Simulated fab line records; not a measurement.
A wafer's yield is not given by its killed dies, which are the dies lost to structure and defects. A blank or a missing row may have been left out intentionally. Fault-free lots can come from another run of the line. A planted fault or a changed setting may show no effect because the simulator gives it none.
fab line records	flow nand_harc
record: lots: 13	wafers: 39	last_day: 34
route steps=1302 shown A_DECK1_JOINT@539 A_ONON_D2@548
lots that met no fault: taken from a fault-free run of the same line
start_h: hours from the record's opening day to when the first of the lot's shown wafers began	wait_h: hours since the lot's step before	" identical to the entry in the row above	L1.1+2: one row covering several wafers at once	- no value present, or no start provided	* or withheld: withheld	< > ~ a bound
route shown NAME@n: a module of which the file shows steps, and the number in the route of the first	usual: the fault-free wafers' mean and standard deviation	same: alike in all rows	chamber/n: place in a boat	sites: each site's reading	_std_site: the values' standard deviation	_edge_site: the outer-site mean with the inner-site mean subtracted	radius_mm: how far each site lies from the wafer's centre	mask NAME#n: copy n	behind: the most recent tool/chamber to have shaped the wafer	hold: why the lot went on hold/how many hours it stayed there/how the hold came to an end	device: names the non-switching transistor (n, p or np)	end of line: the same wafers' tests at the end of the route	a step without rows: its recipe alone	killed: not the wafer's yield, but the dies lost to structure and defects at the first sort	map: dies across one wafer; x = killed, . = not, _ = none there
set.NAME: the setting that was run; set.NAME@STEP: the one run at that earlier step	model.NAME: the simulator's own value behind a step, which no gauge read
a sample of lots followed through the steps of the route, with each step as a table and each wafer as a row
services: the hour from which a tool's chamber was out of use, counted from the record's first day as start_h (under 0 if before that day), plus the number of hours and why
== steps ==
step: NHARC_A_DECK1_JOINT_CMP_02
recipe: material: SiOx
usual: motor_current_A: 11.6/0.92
lot.wafer	tool	chamber	start_h	wait_h	motor_current_A
L468.3	cmp-03	1	273.13	0.4	10.9
L468.4	"	2	"	"	10.9
L468.5	"	2	"	"	11.1
L470.4	cmp-03	3	293.59	0.4	10.6
L470.3	"	1	"	"	11.1
L470.5	"	2	"	"	10.9
L471.3	cmp-04	0	299.38	0.4	13.0
L471.1	"	2	"	"	13.6
L471.2	"	3	"	"	11.3
L474.3	cmp-04	3	329.86	0.4	11.9
L474.4	"	1	"	"	11.2
L474.2	"	2	"	"	13.2
L475.2	cmp-03	3	329.86	0.4	10.4
L475.1	"	1	"	"	11.3
L475.4	"	2	"	"	10.6
L476.1	cmp-01	1	353.08	0.4	11.6
L476.3	"	0	"	"	12.0
L476.5	"	2	"	"	11.0
L481.2	cmp-04	1	416.24	0.4	12.2
L481.5	"	0	"	"	13.0
L481.6	"	1	"	"	12.1
L482.3	cmp-04	1	418.83	0.4	12.2
L482.2	"	2	"	"	13.1
L482.5	"	3	"	"	11.1
L486.3	cmp-01	0	457.88	0.4	11.6
L486.4	"	2	"	"	11.3
L486.1	"	3	"	"	12.2
L487.2	cmp-01	3	478.82	0.4	12.3
L487.4	"	0	"	"	11.9
L487.5	"	2	"	"	10.6
L489.3	cmp-04	1	482.07	0.4	12.0
L489.1	"	2	"	"	13.7
L489.5	"	1	"	"	11.8
L490.1	cmp-04	3	495.14	0.4	11.0
L490.3	"	1	"	"	12.0
L490.4	"	2	"	"	13.5
L491.4	cmp-03	2	509.56	0.4	10.8
L491.3	"	0	"	"	11.7
L491.6	"	2	"	"	11.3
step: NHARC_A_DECK1_JOINT_DEP_16
recipe: target_thk_a: 450	temp_c: 400	pressure_torr: 6.5	rf_w: 900	teos_flow_sccm: 161.4	flow_sccm: 2650	target_thk_nm: 45	gas: O2	material: SiO2
usual: heater_power_w: 581/83	rf_fwd_power_W: 896.3/2.8	showerhead_vpp_V: 1920/100	throttle_valve_pct: 15.8/0.74
lot.wafer	tool	chamber	start_h	wait_h	heater_power_w	rf_fwd_power_W	showerhead_vpp_V	throttle_valve_pct
L468.3	pecvd-02	2	273.61	0.2	671	895.9	2008	16.5
L468.4	"	0	"	"	636	894.5	1965	15.8
L468.5	"	2	"	"	651	898.3	1982	16.3
L470.3	pecvd-04	2	293.96	0.1	568	892.6	1978	16.5
L470.5	"	2	"	"	571	894.9	1999	16.5
L470.4	"	1	"	"	644	895.0	1786	16.0
L471.1	pecvd-04	1	299.77	0.1	577	893.7	1788	15.7
L471.2	"	2	"	"	573	894.7	1990	17.1
L471.3	"	0	"	"	453	894.3	1850	16.2
L474.2	pecvd-02	2	330.25	0.1	571	898.0	2010	16.4
L474.3	"	1	"	"	608	897.5	2003	16.3
L474.4	"	2	"	"	582	893.9	1993	16.8
L475.1	pecvd-01	2	330.25	0.1	554	895.3	1676	14.3
L475.2	"	0	"	"	692	894.9	1984	15.4
L475.4	"	0	"	"	687	896.3	1951	15.2
L476.1	pecvd-02	0	353.47	0.1	600	899.0	1987	16.1
L476.3	"	2	"	"	688	893.9	2008	16.8
L476.5	"	2	"	"	669	891.7	1986	16.7
L481.2	pecvd-04	2	416.67	0.2	559	894.9	1982	16.8
L481.5	"	2	"	"	570	898.1	1984	16.7
L481.6	"	0	"	"	263	1256.8	2185	16.3
L482.2	pecvd-04	0	419.17	0.1	346	1259.6	2246	16.4
L482.3	"	1	"	"	495	898.7	1833	16.0
L482.5	"	1	"	"	515	895.0	1783	15.9
L486.3	pecvd-02	1	458.30	0.1	551	894.2	2028	16.6
L486.1	"	0	"	"	709	899.7	1950	15.0
L486.4	"	0	"	"	706	905.5	1985	15.3
L487.2	pecvd-02	2	479.19	0.1	728	896.8	1993	16.3
L487.5	"	2	"	"	705	894.4	1997	16.5
L487.4	"	1	"	"	545	895.5	1956	16.0
L489.3	pecvd-01	1	482.49	0.1	397	900.0	1950	15.5
L489.1	"	2	"	"	641	895.2	1679	14.4
L489.5	"	2	"	"	644	893.9	1687	14.6
L490.3	pecvd-02	0	495.53	0.1	552	897.2	1955	15.4
L490.1	"	2	"	"	719	904.4	2016	16.5
L490.4	"	1	"	"	529	897.0	1985	16.7
L491.3	pecvd-01	1	509.95	0.1	536	897.1	1945	15.0
L491.4	"	2	"	"	555	896.8	1675	14.2
L491.6	"	0	"	"	602	895.9	1970	15.7
step: NHARC_A_DECK1_JOINT_THK_MEAS_17
recipe: thk_meas_gauge: ellipsometry
usual: thk_nm: 44.9/1
lot.wafer	tool	chamber	start_h	wait_h	thk_nm
L468.3	film_metro-02	-	273.92	0.3	43.0
L468.4	"	-	"	"	45.0
L468.5	"	-	"	"	46.9
L470.3	film_metro-02	-	294.24	0.3	45.2
L470.4	"	-	"	"	45.6
L470.5	"	-	"	"	45.9
L471.1	film_metro-01	-	300.05	0.3	45.4
L471.2	"	-	"	"	45.0
L471.3	"	-	"	"	42.9
L474.2	film_metro-02	-	330.53	0.3	44.9
L474.3	"	-	"	"	45.0
L474.4	"	-	"	"	44.5
L475.1	film_metro-01	-	330.53	0.3	42.8
L475.2	"	-	"	"	43.5
L475.4	"	-	"	"	45.7
L476.1	film_metro-01	-	353.75	0.2	45.2
L476.3	"	-	"	"	45.2
L476.5	"	-	"	"	44.0
L481.2	film_metro-01	-	416.92	0.2	47.0
L481.5	"	-	"	"	44.5
L481.6	"	-	"	"	48.6
L482.2	film_metro-02	-	419.45	0.3	49.1
L482.3	"	-	"	"	43.8
L482.5	"	-	"	"	45.2
L486.1	film_metro-01	-	458.58	0.2	45.0
L486.3	"	-	"	"	45.1
L486.4	"	-	"	"	45.1
L487.2	film_metro-02	-	479.47	0.3	44.4
L487.4	"	-	"	"	46.6
L487.5	"	-	"	"	45.7
L489.1	film_metro-01	-	482.74	0.2	45.1
L489.3	"	-	"	"	44.9
L489.5	"	-	"	"	45.5
L490.1	film_metro-01	-	495.81	0.2	46.0
L490.3	"	-	"	"	44.4
L490.4	"	-	"	"	46.6
L491.3	film_metro-02	-	510.23	0.3	45.0
L491.4	"	-	"	"	45.2
L491.6	"	-	"	"	45.9
step: NHARC_A_DECK1_JOINT_INSPECT_05
usual: raw_defect_count: 295/98
lot.wafer	tool	chamber	start_h	wait_h	raw_defect_count
L468.3	defect_inspect-01	-	273.95	0.0	312
L468.4	"	-	"	"	286
L468.5	"	-	"	"	327
L470.3	defect_inspect-02	-	294.27	0.0	148
L470.4	"	-	"	"	208
L470.5	"	-	"	"	172
L471.1	defect_inspect-02	-	300.08	0.0	415
L471.2	"	-	"	"	311
L471.3	"	-	"	"	454
L474.2	defect_inspect-02	-	330.56	0.0	506
L474.3	"	-	"	"	174
L474.4	"	-	"	"	212
L475.1	defect_inspect-01	-	330.57	0.0	393
L475.2	"	-	"	"	387
L475.4	"	-	"	"	336
L476.1	defect_inspect-01	-	353.78	0.0	309
L476.3	"	-	"	"	227
L476.5	"	-	"	"	479
L481.2	defect_inspect-01	-	416.96	0.0	314
L481.5	"	-	"	"	333
L481.6	"	-	"	"	315
L482.2	defect_inspect-01	-	419.49	0.0	390
L482.3	"	-	"	"	500
L482.5	"	-	"	"	462
L486.1	defect_inspect-02	-	458.62	0.0	290
L486.3	"	-	"	"	324
L486.4	"	-	"	"	312
L487.2	defect_inspect-02	-	479.51	0.0	399
L487.4	"	-	"	"	528
L487.5	"	-	"	"	244
L489.1	defect_inspect-02	-	482.77	0.0	194
L489.3	"	-	"	"	185
L489.5	"	-	"	"	220
L490.1	defect_inspect-01	-	495.85	0.0	340
L490.3	"	-	"	"	256
L490.4	"	-	"	"	252
L491.3	defect_inspect-01	-	510.26	0.0	164
L491.4	"	-	"	"	164
L491.6	"	-	"	"	218
step: NHARC_A_ONON_D2_THK_MEAS_05
recipe: thk_meas_gauge: ellipsometry
usual: thk_nm: 998/8.4
lot.wafer	tool	chamber	start_h	wait_h	thk_nm
L468.3	film_metro-02	-	275.20	-	991
L468.4	"	-	"	"	991
L468.5	"	-	"	"	993
L470.3	film_metro-02	-	295.42	-	997
L470.4	"	-	"	"	997
L470.5	"	-	"	"	998
L471.1	film_metro-02	-	301.22	-	1001
L471.2	"	-	"	"	1005
L471.3	"	-	"	"	1002
L474.2	film_metro-01	-	331.70	-	985
L474.3	"	-	"	"	987
L474.4	"	-	"	"	985
L475.1	film_metro-02	-	331.72	-	990
L475.2	"	-	"	"	991
L475.4	"	-	"	"	990
L476.1	film_metro-01	-	354.93	-	1003
L476.3	"	-	"	"	1005
L476.5	"	-	"	"	1003
L481.2	film_metro-02	-	418.11	-	1014
L481.5	"	-	"	"	1014
L481.6	"	-	"	"	1014
L482.2	film_metro-02	-	420.63	-	1011
L482.3	"	-	"	"	1008
L482.5	"	-	"	"	1009
L486.1	film_metro-02	-	459.76	-	996
L486.3	"	-	"	"	995
L486.4	"	-	"	"	994
L487.2	film_metro-01	-	480.65	-	1003
L487.4	"	-	"	"	1001
L487.5	"	-	"	"	1003
L489.1	film_metro-02	-	483.92	-	991
L489.3	"	-	"	"	991
L489.5	"	-	"	"	991
L490.1	film_metro-01	-	497.28	-	1006
L490.3	"	-	"	"	1009
L490.4	"	-	"	"	1008
L491.3	film_metro-02	-	511.41	-	982
L491.4	"	-	"	"	984
L491.6	"	-	"	"	981
== services ==
tool	chamber	start_h	hours	kind
cmp-03	-	260.00	4.0	pm
pecvd-04	-	269.05	13.0	pm
pecvd-02	1	269.22	14.4	repair
cmp-04	-	281.22	16.5	repair
cmp-01	-	284.83	4.0	pm
pecvd-02	-	307.47	1.5	repair
cmp-04	-	308.84	4.0	pm
pecvd-01	-	311.00	13.0	pm
cmp-04	-	330.57	2.4	repair
cmp-03	-	358.00	4.0	pm
cmp-04	-	376.12	0.9	repair
cmp-04	-	382.75	0.3	repair
cmp-01	-	382.83	4.0	pm
pecvd-01	2	395.70	10.7	repair
pecvd-04	0	395.88	3.6	repair
cmp-04	-	406.84	4.0	pm
pecvd-02	-	408.02	13.0	pm
cmp-03	-	416.31	0.9	repair
cmp-03	-	422.54	2.5	repair
cmp-03	-	436.27	2.1	repair
pecvd-04	-	450.28	13.0	pm
cmp-03	-	456.00	4.0	pm
cmp-03	-	500.31	1.6	repair
cmp-04	-	504.84	4.0	pm
== key ==
first_sign: step: NHARC_A_DECK1_JOINT_DEP_16	reading: rf_fwd_power_W	direction: up	sigmas: 99+	usual: *	struck: *
effect: step: NHARC_A_DECK1_JOINT_DEP_16	reading: showerhead_vpp_V	direction: up	sigmas: 2.8	usual: 1920	struck: 2216
effect: step: NHARC_A_DECK1_JOINT_THK_MEAS_17	reading: thk_nm	direction: up	sigmas: 3.8	usual: 44.9	struck: 48.9
met_at NHARC_A_DECK1_JOINT_DEP_16
struck_lots L481,L482
struck_wafers L481.6,L482.2
tester_left_out L481,L482
not_acting_at NHARC_A_DECK1_JOINT_CMP_02,NHARC_A_DECK1_JOINT_INSPECT_05,NHARC_A_ONON_D2_THK_MEAS_05
onset_between 299.77 416.67
fault: kind: process_parameter_drift	tool: pecvd-04	chamber: 0	onset_h: 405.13	steps: NHARC_A_DECK1_JOINT_DEP_16	channel: rf_w	offset: *	shape: step	end_h: 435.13	acts_in: *	stated: *
tester_left_out: of these lots the tester's yield and bins aren't shown, on N5 and GAA mostly nor the transistor test; their killed dies are dies lost to structure and defects alone, not to doping, threshold or leakage, so they don't give the yield
